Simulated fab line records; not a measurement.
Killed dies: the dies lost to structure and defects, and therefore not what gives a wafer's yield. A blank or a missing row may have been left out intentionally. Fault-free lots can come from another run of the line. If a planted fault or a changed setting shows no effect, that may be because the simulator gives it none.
fab line records ; flow n5-finfet
record: lots: 7; wafers: 21
route steps=1938 shown ZERO_LAYER@6 PMOS_HMC_CHANNEL_EPI@63 FIN_SAQP@114 FIN_CUT@173 SPACER0@259 SD_EPI_N@263
start-h: start of the lot's first displayed wafer, in hours after the record's first day ; wait-h: hours elapsed since this lot's preceding step ; " repeats the value in the row above ; L1.1+2: several wafers, shown together as one row ; - no value present, or no start provided ; * or withheld: withheld ; < > ~ a bound
route shown NAME@n: names a module that has steps shown in the file, with the first one's number in the route ; usual: mean and standard deviation over wafers with no fault ; same: alike in all rows ; chamber/n: place in a boat ; sites: readings site by site ; _std_site: the values' standard deviation ; _edge_site: the outer-site mean with the inner-site mean subtracted ; radius-mm: for every site, how far away it sits from the centre of the wafer ; mask NAME#n: copy n ; behind: the last tool/chamber to shape the wafer ; hold: cause of the lot's hold/its duration in hours/its outcome ; device: the n, p or np transistor that did not switch ; end of line: tests run on the same wafers once the route is complete ; a step without rows: its recipe alone ; killed: dies that structure and defects cost at the first sort, which is not the same as the wafer's yield ; map: a wafer's dies, marking killed ones x, the rest . and places with no die _
set.NAME: the setting as run; set.NAME@STEP: as run at that earlier step ; model.NAME: the simulator's own value behind a step, which no gauge read
lots where settings were altered on purpose, with a table for each step and a row for each wafer
== steps ==
step: N5_ZERO_LAYER_COAT_05
recipe: spin-rpm: 1500; resist-thk-nm: 1000
lot.wafer;tool;chamber;start-h;wait-h;set.spin-rpm;model.coat_of_ZERO_LAYER_COAT_05.thk-nm
L074.1;litho-track-02;0;-;-;1355;1054
L074.2;litho-track-02;0;-;-;1500;1004
L074.3;litho-track-02;0;-;-;1355;1053
L079.2;litho-track-05;0;-;-;1500;999.6
L079.3+4;litho-track-05;0;-;-;1500;999.2
L080.1;litho-track-05;0;-;-;1500;997.2
L080.2;litho-track-05;0;-;-;1500;998.2
L080.5;litho-track-05;0;-;-;1369;1043
L082.1;litho-track-05;0;-;-;1600;966.2
L082.3;litho-track-05;0;-;-;1600;965.6
L082.4;litho-track-05;0;-;-;1600;967.6
L085.1;litho-track-02;0;-;-;1378;1043
L085.3;litho-track-02;0;-;-;1500;998.6
L085.4;litho-track-02;0;-;-;1500;996.9
L089.1;litho-track-05;0;-;-;1500;1002
L089.3;litho-track-05;0;-;-;1500;1003
L089.5;litho-track-05;0;-;-;1500;1004
L091.1;litho-track-04;0;-;-;1500;996.7
L091.2;litho-track-04;0;-;-;1500;997.5
L091.5;litho-track-04;0;-;-;1500;994.5
step: N5_ZERO_LAYER_DEVELOP_10
recipe: develop-time-s: 60; rinse-liquid: diw; dry: air-spin; dev-temp-c: 21
lot.wafer;tool;chamber;start-h;wait-h;set.develop-time-s
L074.1+3;litho-track-04;0;-;-;60
L074.2;litho-track-04;0;-;-;68.67
L079.2;litho-track-02;0;-;-;60
L079.3+4;litho-track-02;0;-;-;71.91
L080.1;litho-track-05;0;-;-;60
L080.2+5;litho-track-05;0;-;-;53.84
L082.1+3+4;litho-track-04;0;-;-;60
L085.1+4;litho-track-02;0;-;-;60
L085.3;litho-track-02;0;-;-;54.88
L089.1;litho-track-02;0;-;-;60
L089.3+5;litho-track-02;0;-;-;64.03
L091.1+2+5;litho-track-02;0;-;-;60
step: N5_ZERO_LAYER_HARDBAKE_23
recipe: temp-c: 130; time-s: 120
step: N5_ZERO_LAYER_DESCUM_16
recipe: chemistry: O2; time-s: 7.9; source-power-w: 50; bias-power-w: 20; pressure-mtorr: 20; rf-frequency-hz: 2.712e+07; temp-c: 40; o2-flow-sccm: 225
step: N5_ZERO_LAYER_ETCH_17
recipe: chemistry: CF4; target: SiO2; target-depth-a: 120; time-s: 13.3; ion-energy-ev: 350; pressure-mtorr: 40; source-w: 450; bias-w: 215; Ar_flow_sccm: 100; cf4-flow-sccm: 100
step: N5_ZERO_LAYER_ETCH_18
recipe: chemistry: HBr/Cl2; target: Si; target-depth-a: 1200; time-s: 40; pressure-mtorr: 10; icp-w: 800; bias-w: 75; HBr_flow_sccm: 150; Cl2_flow_sccm: 80
lot.wafer;tool;chamber;start-h;wait-h;set.spin-rpm@ZERO_LAYER_COAT_05;model.coat_of_ZERO_LAYER_COAT_05.thk-nm
L074.1;rie-si-04;3;12.79;0.0;1355;985.1
L074.2;rie-si-04;1;12.79;0.0;1500;935.3
L074.3;rie-si-04;2;12.79;0.0;1355;984.6
L079.2;rie-si-04;0;42.79;0.0;1500;928.5
L079.3;rie-si-04;1;42.79;0.0;1500;930.5
L079.4;rie-si-04;2;42.79;0.0;1500;930.9
L080.1;rie-si-04;2;48.93;0.0;1500;929
L080.2;rie-si-04;1;48.93;0.0;1500;928.8
L080.5;rie-si-04;2;48.93;0.0;1369;975.1
L082.1;rie-si-05;3;60.94;0.0;1600;896.2
L082.3;rie-si-05;1;60.94;0.0;1600;897.4
L082.4;rie-si-05;1;60.94;0.0;1600;899.3
L085.1;rie-si-03;1;78.94;0.0;1378;971.7
L085.3;rie-si-03;2;78.94;0.0;1500;928.2
L085.4;rie-si-03;0;78.94;0.0;1500;927.5
L089.1;rie-si-04;3;102.79;0.0;1500;933.8
L089.3;rie-si-04;0;102.79;0.0;1500;931.5
L089.5;rie-si-04;1;102.79;0.0;1500;935.5
L091.1;rie-si-04;3;114.79;0.0;1500;927.9
L091.2;rie-si-04;1;114.79;0.0;1500;929
L091.5;rie-si-04;1;114.79;0.0;1500;926
step: N5_ZERO_LAYER_STRIP_24
recipe: chemistry: O2; power-w: 1000; temp-c: 250; overash-fraction: 0.3; pressure-mtorr: 1000; o2-flow-sccm: 6750
usual: strip-time-to-endpoint-s: 43.89/0.094
lot.wafer;tool;chamber;start-h;wait-h;set.spin-rpm@ZERO_LAYER_COAT_05;strip-time-to-endpoint-s
L074.1;plasma-asher-01;0;12.89;0.1;1355;45.48
L074.2;plasma-asher-01;1;12.89;0.1;1500;43.98
L074.3;plasma-asher-01;1;12.89;0.1;1355;45.46
L079.2;plasma-asher-01;0;42.89;0.1;1500;43.80
L079.3;plasma-asher-01;1;42.89;0.1;1500;43.86
L079.4;plasma-asher-01;0;42.89;0.1;1500;43.89
L080.1;plasma-asher-02;0;49.03;0.1;1500;43.80
L080.2;plasma-asher-02;1;49.03;0.1;1500;43.80
L080.5;plasma-asher-02;1;49.03;0.1;1369;45.19
L082.1;plasma-asher-02;0;61.04;0.1;1600;42.81
L082.3;plasma-asher-02;0;61.04;0.1;1600;42.87
L082.4;plasma-asher-02;1;61.04;0.1;1600;42.91
L085.1;plasma-asher-02;1;79.04;0.1;1378;45.07
L085.3;plasma-asher-02;1;79.04;0.1;1500;43.79
L085.4;plasma-asher-02;0;79.04;0.1;1500;43.75
L089.1;plasma-asher-01;0;102.90;0.1;1500;43.96
L089.3;plasma-asher-01;0;102.90;0.1;1500;43.89
L089.5;plasma-asher-01;0;102.90;0.1;1500;43.99
L091.1;plasma-asher-01;1;114.90;0.1;1500;43.77
L091.2;plasma-asher-01;0;114.90;0.1;1500;43.81
L091.5;plasma-asher-01;0;114.90;0.1;1500;43.73
step: N5_PMOS_HMC_CHANNEL_EPI_PEB_07
recipe: peb-temp-c: 110; peb-time-s: 60; resist: CAR-ArF-block
lot.wafer;tool;chamber;start-h;wait-h;set.peb-temp-c
L074.1+2+3;litho-track-04;0;17.14;0.1;110
L079.2+4;litho-track-01;0;47.12;0.0;112.6
L079.3;litho-track-01;0;47.12;0.0;110
L080.1+2+5;litho-track-02;0;53.12;0.1;110
L082.1+3+4;litho-track-01;0;65.56;0.1;110
L085.1;litho-track-04;0;84.12;0.1;108.5
L085.3+4;litho-track-04;0;84.12;0.1;110
L089.1;litho-track-02;0;107.66;0.1;113.5
L089.3+5;litho-track-02;0;107.66;0.1;110
L091.1+2+5;litho-track-02;0;119.80;0.1;110
step: N5_PMOS_HMC_CHANNEL_EPI_DEVELOP_08
recipe: develop-time-s: 30; developer: TMAH; resist: CAR-ArF-block; dev-temp-c: 23; rinse-liquid: diw; dry: air-spin
lot.wafer;tool;chamber;start-h;wait-h;set.develop-time-s
L074.1;litho-track-04;0;-;-;30
L074.2+3;litho-track-04;0;-;-;23.34
L079.2+3;litho-track-01;0;-;-;36.24
L079.4;litho-track-01;0;-;-;30
L080.1;litho-track-02;0;-;-;26.15
L080.2+5;litho-track-02;0;-;-;30
L082.1;litho-track-01;0;-;-;30
L082.3+4;litho-track-01;0;-;-;25.48
L085.1+4;litho-track-04;0;-;-;30
L085.3;litho-track-04;0;-;-;24.78
L089.1+3+5;litho-track-02;0;-;-;30
L091.1+2+5;litho-track-02;0;-;-;30
step: N5_PMOS_HMC_CHANNEL_EPI_CD_MEAS_09
recipe: target-cd-nm: 237.4; landing-energy-ev: 500; detector: se-inlens
usual: cd-nm: 237.4/1.1
lot.wafer;tool;chamber;start-h;wait-h;set.peb-temp-c@PMOS_HMC_CHANNEL_EPI_PEB_07;cd-nm
L074.1;cd-sem-03;0;17.21;-;110;237.2
L074.2;cd-sem-03;0;17.21;-;110;235.8
L074.3;cd-sem-03;0;17.21;-;110;236.5
L079.2;cd-sem-01;0;47.19;-;112.6;246.0
L079.3;cd-sem-01;0;47.19;-;110;238.3
L079.4;cd-sem-01;0;47.19;-;112.6;246.1
L080.1;cd-sem-02;0;53.18;-;110;236.6
L080.2;cd-sem-02;0;53.18;-;110;238.4
L080.5;cd-sem-02;0;53.18;-;110;237.2
L082.1;cd-sem-03;0;65.63;-;110;237.4
L082.3;cd-sem-03;0;65.63;-;110;235.9
L082.4;cd-sem-03;0;65.63;-;110;236.6
L085.1;cd-sem-03;0;84.19;-;108.5;231.9
L085.3;cd-sem-03;0;84.19;-;110;234.9
L085.4;cd-sem-03;0;84.19;-;110;236.8
L089.1;cd-sem-01;0;107.72;-;113.5;247.3
L089.3;cd-sem-01;0;107.72;-;110;237.5
L089.5;cd-sem-01;0;107.72;-;110;237.2
L091.1;cd-sem-01;0;119.87;-;110;237.0
L091.2;cd-sem-01;0;119.87;-;110;238.4
L091.5;cd-sem-01;0;119.87;-;110;238.2
step: N5_PMOS_HMC_CHANNEL_EPI_DESCUM_14
recipe: chemistry: O2; time-s: 7.9; source-power-w: 50; bias-power-w: 20; pressure-mtorr: 20; rf-frequency-hz: 2.712e+07; temp-c: 40; resist: CAR-ArF-block; o2-flow-sccm: 225
lot.wafer;tool;chamber;start-h;wait-h;set.peb-temp-c@PMOS_HMC_CHANNEL_EPI_PEB_07;model.PMOS_HMC_CHANNEL_EPI.cd-nm
L074.1;rie-diel-01;1;17.30;0.0;110;236.9
L074.2;rie-diel-01;0;17.30;0.0;110;235.8
L074.3;rie-diel-01;3;17.30;0.0;110;236.7
L079.2;rie-diel-01;1;48.02;0.8;112.6;246
L079.3;rie-diel-01;2;48.02;0.8;110;238.2
L079.4;rie-diel-01;0;48.02;0.8;112.6;245.7
L080.1;rie-diel-02;2;54.68;1.4;110;236.6
L080.2;rie-diel-02;0;54.68;1.4;110;238.5
L080.5;rie-diel-02;2;54.68;1.4;110;237.2
L082.1;rie-diel-04;3;65.73;0.0;110;237.7
L082.3;rie-diel-04;1;65.73;0.0;110;235.9
L082.4;rie-diel-04;2;65.73;0.0;110;236.7
L085.1;rie-diel-04;3;84.28;0.0;108.5;231.7
L085.3;rie-diel-04;0;84.28;0.0;110;235.2
L085.4;rie-diel-04;2;84.28;0.0;110;236.6
L089.1;rie-diel-01;1;107.81;0.0;113.5;247.3
L089.3;rie-diel-01;2;107.81;0.0;110;237.4
L089.5;rie-diel-01;0;107.81;0.0;110;237.1
L091.1;rie-diel-04;3;119.96;0.0;110;236.8
L091.2;rie-diel-04;1;119.96;0.0;110;238.5
L091.5;rie-diel-04;3;119.96;0.0;110;237.8
step: N5_PMOS_HMC_CHANNEL_EPI_ETCH_32
recipe: chemistry: N2/H2; target: BARC; stop-on: SiO2; target-depth-a: 858; over-etch-frac: 0.3; time-s: 50.3; ion-energy-ev: 200; mask-material: CAR-ArF-block; pressure-mtorr: 30; source-w: 840; bias-w: 150; n2-flow-sccm: 200; h2-flow-sccm: 200
lot.wafer;tool;chamber;start-h;wait-h;set.peb-temp-c@PMOS_HMC_CHANNEL_EPI_PEB_07;model.PMOS_HMC_CHANNEL_EPI.cd-nm
L074.1;rie-diel-01;1;17.33;0.0;110;239
L074.2;rie-diel-01;0;17.33;0.0;110;237.8
L074.3;rie-diel-01;3;17.33;0.0;110;239.3
L079.2;rie-diel-01;1;48.06;0.0;112.6;248.2
L079.3;rie-diel-01;2;48.06;0.0;110;240.9
L079.4;rie-diel-01;0;48.06;0.0;112.6;247.3
L080.1;rie-diel-02;2;54.72;0.0;110;239.8
L080.2;rie-diel-02;0;54.72;0.0;110;241.4
L080.5;rie-diel-02;2;54.72;0.0;110;239.5
L082.1;rie-diel-04;3;65.77;0.0;110;240.8
L082.3;rie-diel-04;1;65.77;0.0;110;237.5
L082.4;rie-diel-04;2;65.77;0.0;110;238.9
L085.1;rie-diel-04;3;84.32;0.0;108.5;234.4
L085.3;rie-diel-04;0;84.32;0.0;110;238.1
L085.4;rie-diel-04;2;84.32;0.0;110;239.2
L089.1;rie-diel-01;1;107.85;0.0;113.5;249.5
L089.3;rie-diel-01;2;107.85;0.0;110;240.7
L089.5;rie-diel-01;0;107.85;0.0;110;238.8
L091.1;rie-diel-04;3;119.99;0.0;110;239.8
L091.2;rie-diel-04;1;119.99;0.0;110;240.9
L091.5;rie-diel-04;3;119.99;0.0;110;240.6
step: N5_PMOS_HMC_CHANNEL_EPI_HM_OPEN_15
recipe: chemistry: CHF3/O2; target: SiO2; mask-material: CAR-ArF-block; target-depth-a: 406; CHF3_flow_sccm: 50; O2_flow_sccm: 5; Ar_flow_sccm: 200; time-s: 20.3; pressure-mtorr: 30; source-w: 650; bias-w: 170; ion-energy-ev: 200
step: N5_PMOS_HMC_CHANNEL_EPI_STRIP_33
recipe: chemistry: N2/H2; power-w: 500; temp-c: 40; pressure-mtorr: 50; rf-frequency-hz: 6e+07; overash-fraction: 0.3; bias-power-w: 8; h2-frac: 0.5; n2-flow-sccm: 300; h2-flow-sccm: 300
step: N5_PMOS_HMC_CHANNEL_EPI_STRIP_17
recipe: chemistry: SPM; time-s: 750; temp-c: 130; h2so4-h2o2-vol-ratio: 4; dry: ipa-marangoni
step: N5_PMOS_HMC_CHANNEL_EPI_ETCH_38
recipe: chemistry: CF4; target: SiO2; target-depth-a: 15; ion-energy-ev: 350; pressure-mtorr: 10; icp-w: 800; bias-w: 400; cf4-flow-sccm: 80
lot.wafer;tool;chamber;start-h;wait-h;set.peb-temp-c@PMOS_HMC_CHANNEL_EPI_PEB_07;model.PMOS_HMC_CHANNEL_EPI.cd-nm
L074.1;rie-si-01;1;17.73;0.0;110;239
L074.2;rie-si-01;0;17.73;0.0;110;237.8
L074.3;rie-si-01;3;17.73;0.0;110;239.2
L079.2;rie-si-02;3;48.46;0.0;112.6;248
L079.3;rie-si-02;1;48.46;0.0;110;240.9
L079.4;rie-si-02;0;48.46;0.0;112.6;247.2
L080.1;rie-si-06;0;55.12;0.0;110;239.7
L080.2;rie-si-06;2;55.12;0.0;110;241.6
L080.5;rie-si-06;2;55.12;0.0;110;239.4
L082.1;rie-si-02;3;66.17;0.0;110;240.8
L082.3;rie-si-02;2;66.17;0.0;110;237.6
L082.4;rie-si-02;1;66.17;0.0;110;238.8
L085.1;rie-si-02;0;84.92;0.0;108.5;234.7
L085.3;rie-si-02;2;84.92;0.0;110;238.1
L085.4;rie-si-02;3;84.92;0.0;110;239.1
L089.1;rie-si-01;0;108.49;0.0;113.5;249.4
L089.3;rie-si-01;2;108.49;0.0;110;240.8
L089.5;rie-si-01;3;108.49;0.0;110;239
L091.1;rie-si-01;1;120.39;0.0;110;239.9
L091.2;rie-si-01;0;120.39;0.0;110;240.8
L091.5;rie-si-01;0;120.39;0.0;110;240.5
step: N5_FIN_SAQP_DESCUM_21
recipe: chemistry: O2; time-s: 7.9; source-power-w: 50; bias-power-w: 20; pressure-mtorr: 20; rf-frequency-hz: 2.712e+07; temp-c: 40; resist: CAR-ArF; o2-flow-sccm: 225
lot.wafer;tool;chamber;start-h;wait-h;set.time-s;model.CAR-ArF_of_FIN_SAQP_COAT_10.thk-nm
L074.1;rie-diel-05;0;22.23;0.1;7.071;84.46
L074.2;rie-diel-05;1;22.23;0.1;7.9;83.77
L074.3;rie-diel-05;3;22.23;0.1;7.9;83.76
L079.2;rie-diel-03;0;53.18;0.3;7.9;83.48
L079.3;rie-diel-03;1;53.18;0.3;7.9;83.71
L079.4;rie-diel-03;2;53.18;0.3;7.9;83.58
L080.1;rie-diel-06;3;59.33;0.0;7.9;83.59
L080.2;rie-diel-06;0;59.33;0.0;7.9;83.54
L080.5;rie-diel-06;2;59.33;0.0;7.9;83.52
L082.1;rie-diel-05;2;71.41;0.0;7.9;83.61
L082.3;rie-diel-05;3;71.41;0.0;6.656;84.22
L082.4;rie-diel-05;0;71.41;0.0;7.9;83.48
L085.1;rie-diel-03;1;89.71;0.0;8.954;82.54
L085.3;rie-diel-03;0;89.71;0.0;8.954;82.45
L085.4;rie-diel-03;3;89.71;0.0;8.954;82.68
L089.1;rie-diel-06;1;113.37;0.5;7.9;83.63
L089.3;rie-diel-06;2;113.37;0.5;7.9;83.54
L089.5;rie-diel-06;1;113.37;0.5;7.9;83.52
L091.1;rie-diel-06;2;124.55;0.0;7.9;83.32
L091.2;rie-diel-06;3;124.55;0.0;7.9;83.07
L091.5;rie-diel-06;1;124.55;0.0;7.9;83.16
step: N5_FIN_SAQP_ETCH_51
recipe: chemistry: CF4; target: SiARC; target-depth-a: 455; mask-material: CAR-ArF; time-s: 75.8; ion-energy-ev: 80; pressure-mtorr: 40; source-w: 545; bias-w: 36; Ar_flow_sccm: 100; cf4-flow-sccm: 100; ends: cleared
lot.wafer;tool;chamber;start-h;wait-h;set.time-s@FIN_SAQP_DESCUM_21;model.CAR-ArF_of_FIN_SAQP_COAT_10.thk-nm
L074.1;rie-diel-05;0;22.26;0.0;7.071;51.94
L074.2;rie-diel-05;1;22.26;0.0;7.9;51.3
L074.3;rie-diel-05;3;22.26;0.0;7.9;51.4
L079.2;rie-diel-03;0;53.21;0.0;7.9;50.97
L079.3;rie-diel-03;1;53.21;0.0;7.9;51.25
L079.4;rie-diel-03;2;53.21;0.0;7.9;51.12
L080.1;rie-diel-06;3;59.37;0.0;7.9;51.05
L080.2;rie-diel-06;0;59.37;0.0;7.9;50.96
L080.5;rie-diel-06;2;59.37;0.0;7.9;51
L082.1;rie-diel-05;2;71.45;0.0;7.9;50.81
L082.3;rie-diel-05;3;71.45;0.0;6.656;51.45
L082.4;rie-diel-05;0;71.45;0.0;7.9;50.74
L085.1;rie-diel-03;1;89.74;0.0;8.954;49.95
L085.3;rie-diel-03;0;89.74;0.0;8.954;49.98
L085.4;rie-diel-03;3;89.74;0.0;8.954;50.12
L089.1;rie-diel-06;1;113.40;0.0;7.9;51.14
L089.3;rie-diel-06;2;113.40;0.0;7.9;50.92
L089.5;rie-diel-06;1;113.40;0.0;7.9;50.95
L091.1;rie-diel-06;2;124.59;0.0;7.9;50.74
L091.2;rie-diel-06;3;124.59;0.0;7.9;50.42
L091.5;rie-diel-06;1;124.59;0.0;7.9;50.5
step: N5_FIN_CUT_CUT_ETCH_26
recipe: chemistry: CH3F/O2; target: SiNx; target-depth-a: 390; mask-material: SOC; time-s: 55.7; pressure-mtorr: 30; source-w: 395; bias-w: 73; Ar_flow_sccm: 150; CH3F_flow_sccm: 30; O2_flow_sccm: 20; ion-energy-ev: 120
lot.wafer;tool;chamber;start-h;wait-h;set.time-s;model.etch.depth-nm;model.SOC_of_FIN_CUT_COAT_18.thk-nm
L074.1;rie-diel-04;0;27.57;0.0;55.7;37.65;212.6
L074.2;rie-diel-04;3;27.57;0.0;68.18;46.08;208.6
L074.3;rie-diel-04;2;27.57;0.0;55.7;38.12;212.2
L079.2;rie-diel-02;0;58.85;0.0;55.7;38.9;211.6
L079.3;rie-diel-02;1;58.85;0.0;55.7;40.25;210
L079.4;rie-diel-02;3;58.85;0.0;55.7;39.94;210.6
L080.1;rie-diel-02;3;64.40;0.0;55.7;39.62;211
L080.2;rie-diel-02;0;64.40;0.0;55.7;38.53;212
L080.5;rie-diel-02;1;64.40;0.0;55.7;39.37;211.8
L082.1;rie-diel-01;2;76.71;0.0;55.7;38.59;211.4
L082.3;rie-diel-01;3;76.71;0.0;55.7;39.19;211
L082.4;rie-diel-01;0;76.71;0.0;47.37;34.5;212.8
L085.1;rie-diel-04;0;96.60;0.0;55.7;38.13;212
L085.3;rie-diel-04;3;96.60;0.0;50.75;34.92;213
L085.4;rie-diel-04;1;96.60;0.0;50.75;35.1;213.2
L089.1;rie-diel-01;2;118.98;0.0;55.7;38.11;210.8
L089.3;rie-diel-01;0;118.98;0.0;55.7;40.38;210.6
L089.5;rie-diel-01;3;118.98;0.0;55.7;39.16;210.8
L091.1;rie-diel-02;2;129.62;0.0;55.7;38.28;211.8
L091.2;rie-diel-02;3;129.62;0.0;55.7;39.73;210.4
L091.5;rie-diel-02;0;129.62;0.0;55.7;38.75;211.2
step: N5_FIN_CUT_CUT_ETCH_27
recipe: chemistry: CHF3/O2; target: SiO2; target-depth-a: 40; mask-material: SOC; overetch-a: 20; time-s: 4.9; pressure-mtorr: 30; source-w: 650; bias-w: 170; Ar_flow_sccm: 200; CHF3_flow_sccm: 50; O2_flow_sccm: 5; ion-energy-ev: 200
lot.wafer;tool;chamber;start-h;wait-h;set.time-s@FIN_CUT_CUT_ETCH_26;model.SOC_of_FIN_CUT_COAT_18.thk-nm
L074.1;rie-diel-04;0;27.61;0.0;55.7;208.8
L074.2;rie-diel-04;3;27.61;0.0;68.18;204.8
L074.3;rie-diel-04;2;27.61;0.0;55.7;208.4
L079.2;rie-diel-02;0;58.90;0.0;55.7;207.8
L079.3;rie-diel-02;1;58.90;0.0;55.7;206.2
L079.4;rie-diel-02;3;58.90;0.0;55.7;206.8
L080.1;rie-diel-02;3;64.45;0.0;55.7;207.2
L080.2;rie-diel-02;0;64.45;0.0;55.7;208.2
L080.5;rie-diel-02;1;64.45;0.0;55.7;208
L082.1;rie-diel-01;2;76.75;0.0;55.7;207.6
L082.3;rie-diel-01;3;76.75;0.0;55.7;207.2
L082.4;rie-diel-01;0;76.75;0.0;47.37;208.8
L085.1;rie-diel-04;0;96.64;0.0;55.7;208.2
L085.3;rie-diel-04;3;96.64;0.0;50.75;209
L085.4;rie-diel-04;1;96.64;0.0;50.75;209.6
L089.1+5;rie-diel-01;2,3;119.02;0.0;55.7;207
L089.3;rie-diel-01;0;119.02;0.0;55.7;206.8
L091.1;rie-diel-02;2;129.67;0.0;55.7;208
L091.2;rie-diel-02;3;129.67;0.0;55.7;206.6
L091.5;rie-diel-02;0;129.67;0.0;55.7;207.4
step: N5_SPACER0_ALD_00
recipe: material: SiOCN; target-thk-a: 35; temp-c: 400; ald-precursor-family: alkyl-aminosilane; ald-co-reactant: O2/N2-plasma; pulse-time-s: 3; purge-time-s: 2; co-reactant-purge-time-s: 2; ald-cycles: 58; pressure-torr: 2
lot.wafer;tool;chamber;start-h;wait-h;set.ald-cycles;model.SiOCN_of_SPACER0_ALD_00.thk-nm
L074.1+3;ald-sin-03;0,2;47.45;0.1;58;3.4
L074.2;ald-sin-03;3;47.45;0.1;58;3.6
L079.2+4;ald-sin-04;1,0;80.29;0.1;64;3.8
L079.3;ald-sin-04;2;80.29;0.1;58;3.6
L080.1+2+5;ald-sin-04;1,0,2;84.40;0.1;63;3.8
L082.1+3;ald-sin-01;1,2;95.90;0.1;66;4
L082.4;ald-sin-01;0;95.90;0.1;58;3.6
L085.1;ald-sin-01;0;116.40;0.1;63;3.8
L085.3+4;ald-sin-01;2,3;116.40;0.1;58;3.6
L089.1+3+5;ald-sin-04;0,3,2;138.21;0.1;58;3.4
L091.1+2+5;ald-sin-01;1,3,0;149.08;0.1;58;3.4
step: N5_SD_EPI_N_COAT_33
recipe: resist: SiARC; temp-c: 220; time-s: 60; spin-rpm: 1500; resist-thk-nm: 35
lot.wafer;tool;chamber;start-h;wait-h;set.spin-rpm;model.SiARC_of_SD_EPI_N_COAT_33.thk-nm
L074.1+2;litho-track-03;0;-;-;1368;36.6
L074.3;litho-track-03;0;-;-;1500;35
L079.2;litho-track-03;0;-;-;1500;35
L079.3;litho-track-03;0;-;-;1568;34
L079.4;litho-track-03;0;-;-;1568;34.2
L080.1;litho-track-05;0;-;-;1500;34.8
L080.2+5;litho-track-05;0;-;-;1546;34.4
L082.1+4;litho-track-03;0;-;-;1450;35.6
L082.3;litho-track-03;0;-;-;1450;35.8
L085.1+3+4;litho-track-03;0;-;-;1500;35.2
L089.1+3;litho-track-05;0;-;-;1500;35
L089.5;litho-track-05;0;-;-;1500;34.8
L091.1+2;litho-track-01;0;-;-;1500;35
L091.5;litho-track-01;0;-;-;1500;35.2
step: N5_SD_EPI_N_COAT_03
recipe: resist: CAR-ArF-block; spin-rpm: 1500; resist-thk-nm: 150
step: N5_SD_EPI_N_EBR_05
recipe: solvent: PGMEA; ebr-width-mm: 1.5
step: N5_SD_EPI_N_DESCUM_14
recipe: chemistry: O2; time-s: 7.9; source-power-w: 50; bias-power-w: 20; pressure-mtorr: 20; rf-frequency-hz: 2.712e+07; temp-c: 40; resist: CAR-ArF-block; o2-flow-sccm: 225
step: N5_SD_EPI_N_ETCH_34
recipe: chemistry: CF4; target: SiARC; target-depth-a: 455; mask-material: CAR-ArF-block; time-s: 75.8; ion-energy-ev: 80; pressure-mtorr: 40; source-w: 545; bias-w: 36; Ar_flow_sccm: 100; cf4-flow-sccm: 100; ends: cleared
lot.wafer;tool;chamber;start-h;wait-h;set.spin-rpm@SD_EPI_N_COAT_33;model.etch.depth-nm
L074.1+2;rie-diel-03;1,2;48.38;0.0;1368;36.61
L074.3;rie-diel-03;3;48.38;0.0;1500;34.94
L079.2;rie-diel-05;2;81.38;0.0;1500;35.07
L079.3;rie-diel-05;3;81.38;0.0;1568;34.1
L079.4;rie-diel-05;0;81.38;0.0;1568;34.28
L080.1;rie-diel-06;3;85.34;0.0;1500;34.86
L080.2;rie-diel-06;0;85.34;0.0;1546;34.33
L080.5;rie-diel-06;3;85.34;0.0;1546;34.35
L082.1;rie-diel-06;1;96.84;0.0;1450;35.58
L082.3;rie-diel-06;0;96.84;0.0;1450;35.71
L082.4;rie-diel-06;1;96.84;0.0;1450;35.6
L085.1;rie-diel-05;0;117.33;0.0;1500;35.13
L085.3;rie-diel-05;1;117.33;0.0;1500;35.23
L085.4;rie-diel-05;2;117.33;0.0;1500;35.11
L089.1+3;rie-diel-05;2,1;139.07;0.0;1500;35.04
L089.5;rie-diel-05;1;139.07;0.0;1500;34.83
L091.1;rie-diel-06;1;149.90;0.0;1500;35.03
L091.2;rie-diel-06;3;149.90;0.0;1500;35.01
L091.5;rie-diel-06;1;149.90;0.0;1500;35.1
== key ==
split: step: N5_ZERO_LAYER_COAT_05; setting: spin-rpm; stated: 1500; by: wafer
response: step: N5_ZERO_LAYER_COAT_05; reading: model.coat_of_ZERO_LAYER_COAT_05.thk-nm; change: -5.26; per: 1%; r: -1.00
response: step: N5_ZERO_LAYER_ETCH_18; reading: model.coat_of_ZERO_LAYER_COAT_05.thk-nm; change: -5.25; per: 1%; r: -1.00
response: step: N5_ZERO_LAYER_STRIP_24; reading: strip-time-to-endpoint-s; change: *; per: 1%; r: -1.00
split: step: N5_ZERO_LAYER_DEVELOP_10; setting: develop-time-s; stated: 60; by: wafer
response none clear
split: step: N5_PMOS_HMC_CHANNEL_EPI_PEB_07; setting: peb-temp-c; stated: 110; by: wafer
response: step: N5_PMOS_HMC_CHANNEL_EPI_CD_MEAS_09; reading: cd-nm; change: +3.14; per: 1%; r: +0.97
response: step: N5_PMOS_HMC_CHANNEL_EPI_DESCUM_14; reading: model.PMOS_HMC_CHANNEL_EPI.cd-nm; change: +3.15; per: 1%; r: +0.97
response: step: N5_PMOS_HMC_CHANNEL_EPI_ETCH_32; reading: model.PMOS_HMC_CHANNEL_EPI.cd-nm; change: +3.01; per: 1%; r: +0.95
response: step: N5_PMOS_HMC_CHANNEL_EPI_ETCH_38; reading: model.PMOS_HMC_CHANNEL_EPI.cd-nm; change: +2.94; per: 1%; r: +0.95
split: step: N5_PMOS_HMC_CHANNEL_EPI_DEVELOP_08; setting: develop-time-s; stated: 30; by: wafer
response none clear
split: step: N5_FIN_SAQP_DESCUM_21; setting: time-s; stated: 7.9; by: wafer
response: step: N5_FIN_SAQP_DESCUM_21; reading: model.CAR-ArF_of_FIN_SAQP_COAT_10.thk-nm; change: -0.0501; per: 1%; r: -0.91
response: step: N5_FIN_SAQP_ETCH_51; reading: model.CAR-ArF_of_FIN_SAQP_COAT_10.thk-nm; change: -0.0471; per: 1%; r: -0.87
split: step: N5_FIN_CUT_CUT_ETCH_26; setting: time-s; stated: 55.7; by: wafer
response: step: N5_FIN_CUT_CUT_ETCH_26; reading: model.etch.depth-nm; change: +0.344; per: 1%; r: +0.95
response: step: N5_FIN_CUT_CUT_ETCH_26; reading: model.SOC_of_FIN_CUT_COAT_18.thk-nm; change: -0.148; per: 1%; r: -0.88
response: step: N5_FIN_CUT_CUT_ETCH_27; reading: model.SOC_of_FIN_CUT_COAT_18.thk-nm; change: -0.144; per: 1%; r: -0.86
split: step: N5_SPACER0_ALD_00; setting: ald-cycles; stated: 58; by: wafer
response: step: N5_SPACER0_ALD_00; reading: model.SiOCN_of_SPACER0_ALD_00.thk-nm; change: +0.0251; per: 1%; r: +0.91
split: step: N5_SD_EPI_N_COAT_33; setting: spin-rpm; stated: 1500; by: wafer
response: step: N5_SD_EPI_N_COAT_33; reading: model.SiARC_of_SD_EPI_N_COAT_33.thk-nm; change: -0.181; per: 1%; r: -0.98
response: step: N5_SD_EPI_N_ETCH_34; reading: model.etch.depth-nm; change: -0.188; per: 1%; r: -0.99
